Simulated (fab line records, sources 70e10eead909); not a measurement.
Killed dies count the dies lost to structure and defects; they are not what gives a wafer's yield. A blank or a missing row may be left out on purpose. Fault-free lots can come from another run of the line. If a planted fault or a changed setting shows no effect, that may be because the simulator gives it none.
fab line records    flow nand_harc
record: lots: 5  wafers: 13  last_day: 24
route steps=1159 shown A_BLC@972 END@1159
lots untouched by any fault: they come from a run of this same line in which no faults occurred
start_h: hours from the record's first day to the start of the lot's first wafer shown    wait_h: time in hours since the lot's previous step    " the same as in the row above    L1.1+2: one row covering several wafers at once    - no value, or no start given    * or withheld: withheld    < > ~ a bound
route shown NAME@n: names a module that has steps shown in the file, with the first one's number in the route    usual: average and standard deviation across the fault-free wafers    same: alike in all rows    chamber/n: place in a boat    sites: each site's reading    _std_site: standard deviation of those values    _edge_site: outer sites' mean less inner sites'    radius_mm: how far each site lies from the wafer's centre    mask NAME#n: copy n    behind: the tool/chamber that last shaped the wafer    hold: the reason the lot was held/the length of the hold in hours/how it ended    device: transistor that didn't switch, given as n, p or np    end of line: the route-end tests of the same wafers    where a step has no rows: the recipe by itself    killed: not the wafer's yield, but the dies lost to structure and defects at the first sort    map: dies across one wafer; x = killed, . = not, _ = none there
set.NAME: the setting that was run; set.NAME@STEP: the one run at that earlier step    model.NAME: the simulator's own value behind a step, which no gauge read
lots seen at some steps along the route; tables by step, rows by wafer
services: the hour from which a tool's chamber was out of use, counted from the record's first day as start_h (under 0 if before that day), plus the number of hours and why
== steps ==
step: NHARC_A_BLC_PEB_08
recipe: peb_temp_c: 100  peb_time_s: 65
step: NHARC_A_BLC_DEVELOP_09
recipe: develop_time_s: 35  dev_temp_c: 23
step: NHARC_A_BLC_CD_MEAS_10
recipe: target_cd_nm: 100  landing_energy_ev: 500
usual: cd_nm: 100.2/0.61
lot.wafer  tool       chamber  start_h  wait_h  cd_nm
L936.2     cd_sem-01  0        399.09   -       99.7
L936.3     "          0        "        "       99.6
L936.6     "          0        "        "       100.1
L938.2     cd_sem-02  0        405.45   -       101.0
L938.3     "          0        "        "       100.6
L938.6     "          0        "        "       101.1
L943.2     cd_sem-02  0        448.40   -       101.3
L943.5     "          0        "        "       100.9
L943.6     "          0        "        "       101.3
L950.3     cd_sem-02  0        477.81   -       100.7
L956.3     cd_sem-03  0        523.82   -       99.5
L956.4     "          0        "        "       99.7
L956.5     "          0        "        "       100.2
step: NHARC_A_BLC_OVL_MEAS_11
usual: overlay_x_nm: 0.0/0.74  overlay_y_nm: -0.2/0.78
lot.wafer  tool        chamber  start_h  wait_h  overlay_x_nm  overlay_y_nm
L936.2     overlay-02  -        399.17   -       0.3           0.0
L936.3     "           -        "        "       0.3           -0.3
L936.6     "           -        "        "       -0.1          0.1
L938.2     overlay-02  -        405.54   -       0.5           0.9
L938.3     "           -        "        "       0.5           0.6
L938.6     "           -        "        "       0.2           0.8
L943.2     overlay-02  -        448.49   -       1.4           0.5
L943.5     "           -        "        "       1.4           0.4
L943.6     "           -        "        "       1.1           0.5
L950.3     overlay-02  -        477.89   -       0.2           -0.2
L956.3     overlay-01  -        523.92   -       0.7           0.0
L956.4     "           -        "        "       0.6           -0.3
L956.5     "           -        "        "       0.2           0.1
step: NHARC_A_BLC_INSPECT_12
usual: raw_defect_count: 31/14
lot.wafer  tool               chamber  start_h  wait_h  raw_defect_count
L936.2     defect_inspect-02  -        399.21   0.0     32
L936.3     "                  -        "        "       36
L936.6     "                  -        "        "       31
L938.2     defect_inspect-01  -        405.58   0.0     25
L938.3     "                  -        "        "       21
L938.6     "                  -        "        "       20
L943.2     defect_inspect-02  -        448.53   0.0     27
L943.5     "                  -        "        "       15
L943.6     "                  -        "        "       36
L950.3     defect_inspect-01  -        477.93   0.0     27
L956.3     defect_inspect-02  -        523.95   0.0     19
L956.4     "                  -        "        "       14
L956.5     "                  -        "        "       15
step: NHARC_A_BLC_DESCUM_15
recipe: time_s: 3  o2_flow_sccm: 200  ar_flow_sccm: 0  bias_power_w: 0  chemistry: O2
step: NHARC_A_BLC_ETCH_16
recipe: target_depth_a: 390  over_etch_frac: 0.3  time_s: 65  ion_energy_ev: 80  cf4_flow_sccm: 150  ar_flow_sccm: 0  rf_w: 300  bias_w: 100  chemistry: CF4
usual: drypump_motor_current_A: 5.6/0.42  oes_product_au: 0.996/0.01  rf_vpp_V: 150.8/1.3  showerhead_plenum_p_Torr: 1.73/0.073  throttle_valve_pct: 13.283/0.009
lot.wafer  tool         chamber  start_h  wait_h  drypump_motor_current_A  oes_product_au  rf_hours_counter_h  rf_vpp_V  showerhead_plenum_p_Torr  throttle_valve_pct
L936.3     rie_diel-12  0        399.38   0.1     5.7                      1.004           2                   150.0     1.66                      13.280
L936.2     "            1        "        "       5.2                      1.010           2                   149.8     1.71                      13.277
L936.6     "            0        "        "       5.7                      1.007           -                   151.0     1.66                      13.298
L938.2     rie_diel-12  3        405.73   0.1     5.0                      0.995           3                   151.3     1.70                      13.266
L938.3     "            0        "        "       5.6                      1.001           3                   150.1     1.66                      13.298
L938.6     "            3        "        "       5.0                      1.003           -                   150.9     1.70                      13.292
L943.2     rie_diel-03  3        448.67   0.1     5.7                      1.015           6                   152.9     1.84                      13.276
L943.6     "            3        "        "       5.7                      1.007           -                   152.9     1.84                      13.286
L943.5     "            0        "        "       5.5                      0.989           -                   151.4     1.65                      13.277
L950.3     rie_diel-12  2        478.07   0.1     6.2                      0.988           7                   152.1     1.86                      13.303
L956.3     rie_diel-03  2        524.19   0.1     6.3                      0.996           15                  152.2     1.80                      13.280
L956.4     "            3        "        "       5.7                      1.007           14                  153.8     1.84                      13.274
L956.5     "            0        "        "       5.5                      0.984           -                   149.5     1.65                      13.279
step: NHARC_A_BLC_ETCH_17
recipe: target_depth_a: 3900  over_etch_frac: 0.25  time_s: 609.38  ion_energy_ev: 200  n2_flow_sccm: 150  h2_flow_sccm: 150  ar_flow_sccm: 0  rf_w: 400  bias_w: 150  chemistry: N2/H2
step: NHARC_A_BLC_ETCH_18
recipe: target_depth_a: 9100  c4f8_flow_sccm: 20  o2_flow_sccm: 10  ar_flow_sccm: withheld  rf_w: 600  bias_w: 1500  chemistry: C4F8/O2/Ar
step: NHARC_A_BLC_CD_MEAS_19
usual: cd_nm: 100.0/2.3
lot.wafer  tool       chamber  start_h  wait_h  cd_nm
L936.2     cd_sem-03  -        400.46   -       98.2
L936.3     "          -        "        "       102.0
L936.6     "          -        "        "       98.4
L938.2     cd_sem-01  -        406.61   -       100.8
L938.3     "          -        "        "       101.7
L938.6     "          -        "        "       98.9
L943.2     cd_sem-02  -        449.57   -       105.1
L943.5     "          -        "        "       103.5
L943.6     "          -        "        "       100.3
L950.3     cd_sem-01  -        478.97   -       99.4
L956.3     cd_sem-03  -        525.08   -       100.1
L956.4     "          -        "        "       98.2
L956.5     "          -        "        "       100.9
step: NHARC_A_BLC_STRIP_29
recipe: cf4_flow_sccm: 150  ar_flow_sccm: 0  bias_w: 0  chemistry: CF4
step: NHARC_A_BLC_STRIP_21
recipe: o2_flow_sccm: 500  ar_flow_sccm: 0  bias_w: 0  chemistry: O2
usual: drypump_motor_current_A: 5.6/0.43  oes_product_au: 0.997/0.0092  rf_vpp_V: 57.6/0.96  showerhead_plenum_p_Torr: 3.46/0.15  throttle_valve_pct: 17.037/0.009
lot.wafer  tool         chamber  start_h  wait_h  drypump_motor_current_A  oes_product_au  rf_hours_counter_h  rf_vpp_V  showerhead_plenum_p_Torr  throttle_valve_pct
L936.2     rie_diel-12  1        400.66   0.1     5.2                      1.006           3                   57.9      3.40                      17.032
L936.3     "            0        "        "       5.7                      1.003           3                   57.8      3.32                      17.037
L936.6     "            3        "        "       5.0                      0.994           -                   57.5      3.39                      17.041
L938.2     rie_diel-03  2        406.79   0.1     6.3                      0.990           1                   57.8      3.60                      17.051
L938.3     "            0        "        "       5.5                      0.984           1                   56.6      3.30                      17.043
L938.6     "            2        "        "       6.3                      0.993           -                   57.4      3.60                      17.032
L943.2     rie_diel-03  1        449.74   0.1     5.4                      1.006           6                   55.5      3.39                      17.033
L943.6     "            1        "        "       5.4                      0.995           -                   58.2      3.39                      17.045
L943.5     "            2        "        "       6.3                      0.983           -                   58.7      3.60                      17.044
L950.3     rie_diel-03  3        479.15   0.1     5.7                      1.003           10                  58.4      3.67                      17.041
L956.4     rie_diel-12  0        525.27   0.1     5.7                      0.998           14                  58.6      3.31                      17.033
L956.3     "            1        "        "       5.1                      0.989           14                  57.9      3.40                      17.033
L956.5     "            2        "        "       6.1                      0.987           -                   59.3      3.70                      17.035
step: NHARC_A_BLC_STRIP_22
recipe: time_s: 600  temp_c: 30  chemistry: post_etch_residue_remover
lot.wafer   tool          chamber  start_h  wait_h
L936.3+6+2  wet_bench-01  4,6,0    400.84   -
L938.3+6+2  wet_bench-09  1,2,4    406.94   -
L943.5+2+6  wet_bench-01  2,3,7    449.89   -
L950.3      wet_bench-01  3        479.33   -
L956.4+3+5  wet_bench-06  1,2,3    525.42   -
step: NHARC_A_BLC_DEGAS_30
recipe: temp_c: 300  time_s: 60
usual: heater_power_w: 487/53
lot.wafer  tool            chamber  start_h  wait_h  heater_power_w
L936.3     pvd_sputter-01  -        401.10   -       491
L936.2     "               -        "        "       469
L936.6     "               -        "        "       497
L938.3     pvd_sputter-02  -        407.20   -       579
L938.2     "               -        "        "       427
L938.6     "               -        "        "       438
L943.2     pvd_sputter-03  -        450.19   -       400
L943.6     "               -        "        "       523
L943.5     "               -        "        "       553
L950.3     pvd_sputter-03  -        479.60   -       433
L956.4     pvd_sputter-01  -        525.69   -       485
L956.3     "               -        "        "       425
L956.5     "               -        "        "       548
step: NHARC_A_BLC_PRE_CLEAN_31
recipe: time_s: 15  bias_v: 250  gas: Ar
step: NHARC_A_BLC_PVD_32
recipe: target_thk_a: 50  chamber_pressure_pa: 5  power_w: 5000  substrate_temp_c: 200  time_s: 17.7  material: Ti
usual: throttle_valve_pct: 30.0/0.77
lot.wafer  tool            chamber  start_h  wait_h  throttle_valve_pct
L936.3     pvd_sputter-01  -        -        -       30.9
L936.2     "               -        "        "       31.6
L936.6     "               -        "        "       30.5
L938.3     pvd_sputter-02  -        -        -       29.2
L938.2     "               -        "        "       31.0
L938.6     "               -        "        "       30.1
L943.2     pvd_sputter-03  -        -        -       30.1
L943.6     "               -        "        "       28.8
L943.5     "               -        "        "       30.4
L950.3     pvd_sputter-03  -        -        -       29.4
L956.4     pvd_sputter-01  -        -        -       29.1
L956.3     "               -        "        "       29.6
L956.5     "               -        "        "       29.4
step: NHARC_A_BLC_ALD_23
recipe: target_thk_a: 30  pulse_time_s: 1  ald_cycles: 150  temp_c: 450  material: TiN
step: NHARC_A_BLC_CVD_24
recipe: target_thk_a: 1500  temp_c: 300  pressure_torr: 40  wf6_flow_sccm: 40  h2_flow_sccm: 1600  ar_flow_sccm: 1560  time_s: 434  material: W
usual: heater_power_outer_w: 287/27  heater_power_w: 484/51  throttle_valve_pct: 8.0/0.39
lot.wafer  tool      chamber  start_h  wait_h  heater_power_outer_w  heater_power_w  throttle_valve_pct
L936.2     cvd_w-01  0        -        -       258                   416             7.6
L936.3     "         1        "        "       311                   518             8.3
L936.6     "         1        "        "       312                   519             8.4
L938.2     cvd_w-02  0        -        -       321                   537             7.5
L938.3     "         0        "        "       325                   558             7.5
L938.6     "         0        "        "       330                   546             7.6
L943.2     cvd_w-01  0        -        -       260                   424             7.8
L943.6     "         0        "        "       258                   416             7.9
L943.5     "         1        "        "       308                   519             8.8
L950.3     cvd_w-02  0        -        -       328                   548             7.5
L956.4     cvd_w-01  1        -        -       308                   546             8.2
L956.3     "         0        "        "       269                   425             8.0
L956.5     "         0        "        "       269                   435             7.8
step: NHARC_A_BLC_CMP_25
recipe: t_overpolish_s: 30  target_thk_nm: 150
step: NHARC_A_BLC_SRD_27
step: NHARC_END_SORT_01
recipe: temp_c: 25
usual: killed_at_array: 28/11  killed_at_other: 0.7/1.1  killed_at_periphery: 2.9/2  killed_dies: 32/11  killed_open: 3.2/1.8  killed_short: 2.0/1.4
same: gross_dies: 677
lot.wafer  tool       chamber  start_h  wait_h  killed_at_array  killed_at_other  killed_at_periphery  killed_dies  killed_open  killed_short
L936.2     prober-02  0        451.87   2.8     27               2                5                    34           4            1
L936.3     prober-02  0        452.66   3.1     33               1                5                    39           1            3
L936.6     prober-02  0        455.04   4.0     29               2                1                    32           2            1
L950.3     prober-01  0        540.98   3.1     97               0                1                    98           1            1
killed by level:class
L936.2 A_CHANNEL_HOLE_D1:chamber_film_flake=14 A_STAIRCASE:chamber_film_flake=8 P_ZERO_WELL:chamber_film_flake=2 P_STI:chamber_film_flake=2 A_WL_FILL:chamber_film_flake=2 P_M0:geometric_particle:open=1 A_ONON_D1:geometric_particle:open=1 A_CHANNEL_FILL_D1:geometric_particle:open=1
L936.3 A_CHANNEL_HOLE_D1:chamber_film_flake=17 A_STAIRCASE:chamber_film_flake=8 P_ZERO_WELL:chamber_film_flake=3 A_ZERO_WELL:chamber_film_flake=3 P_M0:geometric_particle:open=1 A_ONON_D1:geometric_particle:short=1 A_WL_FILL:geometric_particle:short=1 A_CONTACT:geometric_particle:short=1
L936.6 A_STAIRCASE:chamber_film_flake=13 A_CHANNEL_HOLE_D1:chamber_film_flake=12 THIN_TSV:chamber_film_flake=2 A_CHANNEL_FILL_D1:geometric_particle:open=1 A_STAIRCASE:geometric_particle:open=1 A_WL_FILL:geometric_particle:short=1 P_STI:chamber_film_flake=1 A_CONTACT:chamber_film_flake=1
L950.3 A_BLC:unspecified=74 A_CHANNEL_HOLE_D1:chamber_film_flake=14 A_SGD_CUT:chamber_film_flake=4 A_STAIRCASE:chamber_film_flake=2 A_STAIRCASE:geometric_particle:short=1 A_M0:geometric_particle:open=1 P_STI:chamber_film_flake=1 A_CONTACT:chamber_film_flake=1
map L950.3 (x killed, . not)
____________.____________
_________......._________
_______..........._______
______.............______
_____..............._____
____.................____
____.................____
___.............x.....___
___............x......___
__.............x.xxx...__
__.............xxxxxx.x__
_....x..x.....xxxxxxx..._
_......x.......xxxxxx..._
_..............xxxxxx.x._
_..............xxxxxxx.._
_.............xxxxxxx.x._
..........x....xxxxxxxx..
..............xxxxxxx....
...............x.xxxxx...
x.............x.xxxx.....
......x............x.....
_......................._
_.........x............._
_......................._
_......................._
_..............x........_
__.........x...........__
__........xx...........__
___........xx...x.xx..___
___......x...x........___
____.....x.xx........____
____.................____
_____......x........_____
______.....x.......______
_______..........._______
_________......._________
____________.____________
map L943.6 (x killed, . not)
____________.____________
_________......._________
_______.........x._______
______.............______
_____..............._____
____...........x.....____
____.................____
___...................___
___...................___
__..................x..__
__.................x..x__
_......................._
_.............x...x....._
_......................._
_......................._
_......................._
.........................
...........x.............
x........................
.................x.......
....x....................
_......................._
_...x.x.x.......x......._
_......................._
_......................._
_......................._
__.....................__
__.....................__
___....x.......x.x.xx.___
___..............x..x.___
____.............x.xx____
____.............xxxx____
_____.............x._____
______............x______
_______..........._______
_________......._________
____________.____________
== services ==
tool            chamber  start_h  hours  kind
cvd_w-02        -        377.15   13.0   pm
rie_diel-12     -        379.43   9.0    pm
rie_diel-12     0        379.43   9.0    vent_cycle
rie_diel-12     1        379.43   9.0    vent_cycle
rie_diel-12     2        379.43   9.0    vent_cycle
pvd_sputter-02  -        385.61   10.0   repair
wet_bench-01    -        389.63   8.0    pm
rie_diel-12     2        390.66   11.2   repair
rie_diel-03     -        392.30   9.0    pm
cvd_w-02        0        408.94   4.0    repair
rie_diel-03     0        417.05   9.7    repair
pvd_sputter-03  -        418.19   5.3    repair
rie_diel-03     -        428.97   0.8    repair
pvd_sputter-03  -        431.64   1.4    repair
rie_diel-12     1        435.64   4.4    repair
rie_diel-03     1        442.17   2.5    repair
wet_bench-01    -        444.23   1.1    repair
pvd_sputter-03  -        458.00   10.0   pm
wet_bench-09    -        464.80   8.0    pm
rie_diel-03     3        472.58   4.9    repair
rie_diel-03     0        479.40   12.8   repair
cvd_w-01        -        480.72   13.0   pm
wet_bench-06    -        481.61   8.0    pm
pvd_sputter-01  -        514.05   10.0   pm
== key ==
first_sign: step: NHARC_END_SORT_01  reading: killed_at_array  direction: up  sigmas: 6.3  usual: 28  struck: 97
effect: step: NHARC_END_SORT_01  reading: killed_dies  direction: up  sigmas: 5.8  usual: 32  struck: 98
more_kills_born_at: NHARC_A_BLC_STRIP_22@wet_bench-01: 74
met_at NHARC_A_BLC_STRIP_22
struck_wafers L950.3
tester_left_out L950
onset_between 449.89 479.33
also_fits NHARC_A_BLC_ETCH_16:rie_diel-12,NHARC_A_BLC_STRIP_21:rie_diel-03,NHARC_A_BLC_DEGAS_30:pvd_sputter-03,NHARC_A_BLC_PVD_32:pvd_sputter-03
fault: kind: chamber_particle_source  tool: wet_bench-01  chamber: 3  onset_h: 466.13  steps: NHARC_A_BLC_STRIP_22  rate_per_visit_cm2: 0.62189  end_h: 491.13
tester_left_out: of these lots the tester's yield and bins aren't shown, on N5 and GAA mostly nor the transistor test; their killed dies are dies lost to structure and defects alone, not to doping, threshold or leakage, so they don't give the yield
